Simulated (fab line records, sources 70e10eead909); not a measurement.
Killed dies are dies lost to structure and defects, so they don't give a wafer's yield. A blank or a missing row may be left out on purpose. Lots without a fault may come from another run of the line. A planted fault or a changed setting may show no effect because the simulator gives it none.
fab line records | flow nand_harc | part 2 of 2: steps 35 to 41 of 41
record lots=5 wafers=15 last_day=32
route steps=1302 shown P_GATE@112
lots that met no fault: from a run of the same line without faults
start_h: hours from the record's first day to the start of the lot's first wafer shown | wait_h: hours since the lot's step before | " the same as in the row above | L1.1+2: a row that stands for several wafers | - no value, or no start given | * or withheld: withheld | < > ~ a bound
route shown NAME@n: a module of which the file shows steps, and the number in the route of the first | usual: mean/standard deviation of fault-free wafers | same: alike in all rows | chamber/n: place in a boat | sites: the reading at each site | _std_site: their standard deviation | _edge_site: outer sites' mean less inner sites' | radius_mm: how far each site lies from the wafer's centre | mask NAME#n: copy n | behind: the tool/chamber that last shaped the wafer | hold: why the lot was held/for how many hours/how that ended | device: the transistor (n, p or np) that didn't switch | end of line: the same wafers' tests at the end of the route | a step without rows: its recipe alone | killed: dies lost to structure and defects at the first sort, not the wafer's yield | map: a wafer's dies, x killed, . not, _ none there
set.NAME: the setting as run; set.NAME@STEP: as run at that earlier step | model.NAME: the simulator's own value behind a step, which no gauge read
lots at some steps of the route; a table a step, a row a wafer
services: from which hour (start_h, from the record's first day; less than 0 if before it) a tool's chamber was out of use, for how many hours, and why
## steps
# step NHARC_P_GATE_HM_OPEN_105
# recipe target_depth_a=3600 o2_flow_sccm=400 cos_flow_sccm=20 ar_flow_sccm=0 rf_w=500 bias_w=300 chemistry=O2/COS
# usual drypump_motor_current_A=5.8/0.46 oes_product_au=1.006/0.015 rf_vpp_V=467/3.2 showerhead_plenum_p_Torr=3.13/0.15 throttle_valve_pct=28.330/0.009
# columns lot.wafer tool chamber start_h wait_h drypump_motor_current_A oes_product_au rf_hours_counter_h rf_vpp_V showerhead_plenum_p_Torr throttle_valve_pct
L074.1 rie_diel-01 1 - - 5.2 1.007 4 472 3.34 28.350
L074.2 " 2 " " 5.9 1.004 3 466 3.05 28.325
L074.4 " 2 " " 5.9 0.997 - 466 3.05 28.334
L078.3 rie_diel-07 2 - - 5.7 1.017 0 463 2.92 28.317
L078.1 " 0 " " 6.5 0.991 0 467 3.05 28.338
L078.5 " 3 " " 5.6 0.980 - 466 3.06 28.324
L081.3 rie_diel-01 0 - - 6.1 1.010 10 470 3.28 28.327
L081.1 " 1 " " 5.2 1.004 9 470 3.34 28.319
L081.2 " 2 " " 5.9 0.982 8 466 3.05 28.311
L085.2 rie_diel-13 2 - - 6.5 1.019 2 469 3.27 28.347
L085.4 " 3 " " 6.2 1.016 2 466 3.04 28.320
L085.5 " 0 " " 5.7 1.014 - 467 3.11 28.334
L095.1 rie_diel-07 3 - - 5.7 0.980 1 466 3.06 28.329
L095.4 " 1 " " 5.0 0.997 1 471 3.28 28.323
L095.5 " 0 " " 6.5 0.992 - 464 3.04 28.349
# step NHARC_P_GATE_STRIP_106
# recipe o2_flow_sccm=400 cos_flow_sccm=20 ar_flow_sccm=0 bias_w=0 chemistry=O2/COS
# columns lot.wafer tool chamber start_h wait_h
L074.2+1+4 rie_diel-01 3,1,3 - -
L078.1+3+5 rie_diel-07 3,1,3 - -
L081.3+2+1 rie_diel-01 3,0,1 - -
L085.2+4+5 rie_diel-13 0,1,1 - -
L095.4+1+5 rie_diel-07 1,2,1 - -
# step NHARC_P_GATE_ETCH_114
# recipe target_depth_a=300 overetch_a=30 time_s=16.5 ion_energy_ev=100 cf4_flow_sccm=80 o2_flow_sccm=20 ar_flow_sccm=0 rf_w=300 bias_w=100 chemistry=CF4/O2
# usual cf4_flow_sccm=80.00/0.25 drypump_motor_current_A=5.8/0.48 oes_product_au=1.005/0.015 rf_vpp_V=198.0/1.6 showerhead_plenum_p_Torr=1.34/0.065 throttle_valve_pct=13.398/0.0088
# same time_s=16.5
# columns lot.wafer tool chamber start_h wait_h cf4_flow_sccm drypump_motor_current_A oes_product_au rf_hours_counter_h rf_vpp_V showerhead_plenum_p_Torr throttle_valve_pct
L074.1 rie_diel-01 3 - - 79.78 5.9 1.035 3 197.2 1.26 13.389
L074.2 " 1 " " 80.37 5.2 1.009 4 201.4 1.43 13.406
L074.4 " 1 " " 80.34 5.2 1.004 - 200.5 1.43 13.385
L078.3 rie_diel-07 0 - - 80.07 6.5 0.983 0 197.8 1.30 13.393
L078.1 " 2 " " 79.86 5.7 1.010 0 195.2 1.25 13.405
L078.5 " 3 " " 80.33 5.7 0.984 - 198.7 1.31 13.408
L081.2 rie_diel-01 3 - - 79.62 5.9 1.031 10 196.0 1.26 13.380
L081.3 " 1 " " 79.84 5.2 1.002 9 200.8 1.43 13.397
L081.1 " 2 " " 79.86 5.9 1.002 8 197.7 1.30 13.383
L085.4 rie_diel-13 3 - - 79.98 6.3 1.014 2 197.9 1.30 13.404
L085.2 " 1 " " 80.20 4.9 0.998 2 201.4 1.42 13.399
L085.5 " 3 " " 80.25 6.2 1.012 - 195.9 1.30 13.391
L095.1 rie_diel-07 0 - - 79.91 6.5 0.997 1 196.4 1.30 13.378
L095.4 " 3 " " 79.64 5.6 0.978 1 197.2 1.31 13.420
L095.5 " 0 " " 80.07 6.5 1.000 - 198.0 1.30 13.396
# step NHARC_P_GATE_ETCH_32
# recipe target_depth_a=1500 over_etch_frac=1 over_etch_ion_energy_ev=40 time_s=100.1 hbr_flow_sccm=150 cl2_flow_sccm=50 rf_w=400 icp_w=400 bias_w=100 chemistry=HBr/Cl2
# usual drypump_motor_current_A=5.5/0.54 oes_product_au=1.001/0.012 throttle_valve_pct=26.405/0.0083
# same over_etch_frac=1 time_s=100.1
# columns lot.wafer tool chamber start_h wait_h drypump_motor_current_A oes_product_au rf_hours_counter_h throttle_valve_pct
L074.4 rie_si-06 1 97.05 - 5.5 0.985 0.1 26.413
L074.2 " 3 " " 5.1 0.989 0.1 26.408
L074.1 " 0 " " 5.3 1.015 0.1 26.414
L078.1 rie_si-04 0 137.05 - 6.7 0.986 1.0 26.419
L078.3 " 1 " " 4.8 0.986 1.0 26.398
L078.5 " 0 " " 6.7 0.984 - 26.424
L081.2 rie_si-06 3 170.58 - 5.1 1.004 0.4 26.408
L081.3 " 0 " " 5.3 1.010 0.6 26.393
L081.1 " 1 " " 5.5 0.994 0.6 26.395
L085.2 rie_si-06 3 206.86 - 5.1 1.006 0.8 26.409
L085.4 " 1 " " 5.5 0.990 0.9 26.398
L085.5 " 3 " " 5.1 1.006 - 26.406
L095.1 rie_si-01 0 314.10 - 5.8 0.998 0.8 26.401
L095.4 " 2 " " 6.4 1.004 0.6 26.390
L095.5 " 3 " " 5.0 1.040 - 26.419
# step NHARC_P_GATE_STRIP_108
# recipe o2_flow_sccm=500 ar_flow_sccm=0 bias_w=0 chemistry=O2
# usual drypump_motor_current_A=5.8/0.47 oes_product_au=1.003/0.017 rf_vpp_V=57.7/0.91 showerhead_plenum_p_Torr=3.53/0.16 throttle_valve_pct=17.036/0.0094
# columns lot.wafer tool chamber start_h wait_h drypump_motor_current_A oes_product_au rf_hours_counter_h rf_vpp_V showerhead_plenum_p_Torr throttle_valve_pct
L074.1 rie_diel-01 3 97.21 - 5.9 1.040 3 56.8 3.34 17.031
L074.2 " 1 " " 5.2 1.009 4 58.0 3.77 17.035
L074.4 " 2 " " 5.9 0.998 - 57.8 3.45 17.034
L078.3 rie_diel-01 2 137.21 - 5.9 0.991 6 57.0 3.45 17.044
L078.1 " 1 " " 5.2 1.009 7 58.7 3.77 17.037
L078.5 " 3 " " 5.9 1.038 - 55.9 3.34 17.036
L081.3 rie_diel-07 2 170.72 - 5.7 1.004 1 57.3 3.30 17.019
L081.1 " 3 " " 5.7 0.977 2 57.9 3.46 17.030
L081.2 " 0 " " 6.5 0.988 1 58.6 3.44 17.053
L085.4 rie_diel-13 1 207.01 - 4.9 0.999 2 56.8 3.74 17.037
L085.2 " 0 " " 5.7 1.006 2 59.5 3.52 17.050
L085.5 " 1 " " 4.9 0.998 - 58.0 3.74 17.042
L095.1 rie_diel-01 2 314.25 - 5.8 0.999 3 57.1 3.44 17.035
L095.4 " 1 " " 5.3 1.023 4 57.2 3.77 17.023
L095.5 " 3 " " 5.9 1.009 - 57.3 3.33 17.043
# step NHARC_P_GATE_CD_MEAS_33
# usual cd_nm=120/3.5
# columns lot.wafer tool chamber start_h wait_h cd_nm
L074.1 cd_sem-03 - 97.41 0.2 121
L074.2 " - " " 119
L074.4 " - " " 124
L078.1 cd_sem-01 - 137.39 - 123
L078.3 " - " " 115
L078.5 " - " " 116
L081.1 cd_sem-01 - 170.90 - 118
L081.2 " - " " 118
L081.3 " - " " 118
L085.2 cd_sem-03 - 207.18 - 118
L085.4 " - " " 124
L085.5 " - " " 121
L095.1 cd_sem-01 - 314.42 - 119
L095.4 " - " " 124
L095.5 " - " " 119
# step NHARC_P_GATE_STRIP_35
# recipe time_s=600 temp_c=130 chemistry=SPM
# same time_s=600
# columns lot.wafer tool chamber start_h wait_h
L074.2+4+1 wet_bench-06 6,7,0 97.51 0.1
L078.5+1+3 wet_bench-05 3,4,5 137.47 0.1
L081.3+1+2 wet_bench-07 6,1,3 170.98 0.1
L085.5+4+2 wet_bench-07 0,2,4 207.27 0.1
L095.1+4+5 wet_bench-07 6,7,0 314.53 0.1
## services
# columns tool chamber start_h hours kind
litho_track-02 - 52.00 7.0 pm
litho_track-07 - 76.00 7.0 pm
wet_bench-05 - 84.80 8.0 pm
rie_diel-01 0 90.23 7.8 repair
litho_track-03 - 100.00 7.0 pm
rie_diel-07 - 117.20 9.0 pm
rie_diel-13 1 120.04 4.3 repair
rie_diel-13 0 125.28 4.0 repair
rie_diel-13 0 134.27 2.6 repair
litho_track-01 - 155.00 7.0 pm
wet_bench-07 - 160.00 8.0 pm
rie_diel-13 - 165.00 9.0 pm
rie_diel-01 0 185.15 2.8 repair
rie_diel-07 0 189.96 4.2 repair
litho_track-04 - 203.00 7.0 pm
rie_diel-01 - 203.80 9.0 pm
litho_track-02 - 227.00 7.0 pm
rie_diel-07 - 239.29 0.7 repair
litho_track-07 - 251.00 7.0 pm
litho_track-03 - 275.00 7.0 pm
rie_diel-07 1 285.15 4.3 repair
rie_diel-07 - 294.21 9.0 pm
rie_diel-01 2 294.55 8.8 repair
rie_diel-01 - 307.05 0.8 repair
